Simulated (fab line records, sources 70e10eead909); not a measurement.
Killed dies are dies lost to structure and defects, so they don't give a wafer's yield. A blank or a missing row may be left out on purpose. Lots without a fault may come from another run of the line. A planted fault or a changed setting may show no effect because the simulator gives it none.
A struck lot beside a sound one | flow nand_harc | 14 steps out of a route of 1302
Sound: wafers L878.3, L878.4, L878.6. Struck: wafers L887.1, L887.2, L887.4. The cause comes at the end.
At each step with rows: each side's tool, then ch and its chambers, then its first start. Under that, the readings that differ: sound wafers | struck wafers | difference of the means | sigmas: that difference in standard deviations of wafers without a fault.
alike: readings whose means differ by less than 2 such deviations, and words and numbers that are the same on both sides. not compared: withheld readings, readings that some wafer has no value for, bounds like >300 that may hide the same value, and numbers for which the record gives no deviation and whose values overlap.
The two part at a step that has a row with sigmas, a row that says differs or no value, or rows on one side only. Numbers that don't overlap but have no deviation are shown without sigmas and don't part them. A reading that every wafer of one side lacks parts them only if that side has two wafers or more.

first, 1 step without rows for these wafers: NHARC_A_DECK1_JOINT_CVD_12 (deposits poly-Si, target thk 90 nm, time 1800 s).
NHARC_A_DECK1_JOINT_CMP_13: polishes, target thk 51.023 nm.
  sound on cmp-04 ch 0,2,3, day 11 21:52; struck on cmp-04 ch 0,2,3, day 15 06:54
  alike: motor_current_A, slurry_filter_dp_kPa, time_to_endpoint_s
NHARC_A_DECK1_JOINT_THK_MEAS_14: measures by ellipsometry.
  sound on film_metro-02, day 11 22:06; struck on film_metro-02, day 15 07:10
  alike: thk_nm
then, 1 step without rows for these wafers: NHARC_A_DECK1_JOINT_SRD_04.
NHARC_A_DECK1_JOINT_ETCHBACK_00: etches the open film in HBr, target depth 30 nm, time 17.4 s.
  sound on rie_si-03 ch 0,2, day 11 22:14; struck on rie_si-03 ch 0,1,3, day 15 07:17
  alike: drypump_motor_current_A, oes_product_au, throttle_valve_pct
  not compared: rf_hours_counter_h
then, 7 steps without rows for these wafers: NHARC_A_DECK1_JOINT_PRECLEAN_30 (cleans in SC1); NHARC_A_DECK1_JOINT_SRD_31; NHARC_A_DECK1_JOINT_CVD_34 (deposits SiNx, target thk 20 nm); NHARC_A_DECK1_JOINT_DEP_06 (deposits SiOx, target thk 80 nm); NHARC_A_DECK1_JOINT_CURE_26 (time 32 s); NHARC_A_DECK1_JOINT_ANNEAL_27 (time 3600 s); NHARC_A_DECK1_JOINT_ANNEAL_28 (time 1800 s).
NHARC_A_DECK1_JOINT_ANNEAL_29: time 1800 s.
  sound on furnace-04 ch 0, day 12 23:28; struck on furnace-03, day 16 05:18
  no value came back on the struck wafers for ramp_down_c_per_min, ramp_up_c_per_min, zone_power_bottom_pct (%); on the sound wafers ramp_down_c_per_min reads 3.0006 2.9993 3.0004
NHARC_A_DECK1_JOINT_CMP_02: polishes SiOx.
  sound on cmp-03 ch 2,3, day 13 02:10; struck on cmp-03 ch 1,2,3, day 16 07:56
  alike: motor_current_A, slurry_filter_dp_kPa

WHERE THEY PART
Only at NHARC_A_DECK1_JOINT_ANNEAL_29, within this record. Later steps at which nothing parts them and some readings are alike: NHARC_A_DECK1_JOINT_CMP_02.

WHY: what the simulator had put in
Skipped step whole: furnace-03, from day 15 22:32 on, at NHARC_A_DECK1_JOINT_ANNEAL_29. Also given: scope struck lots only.
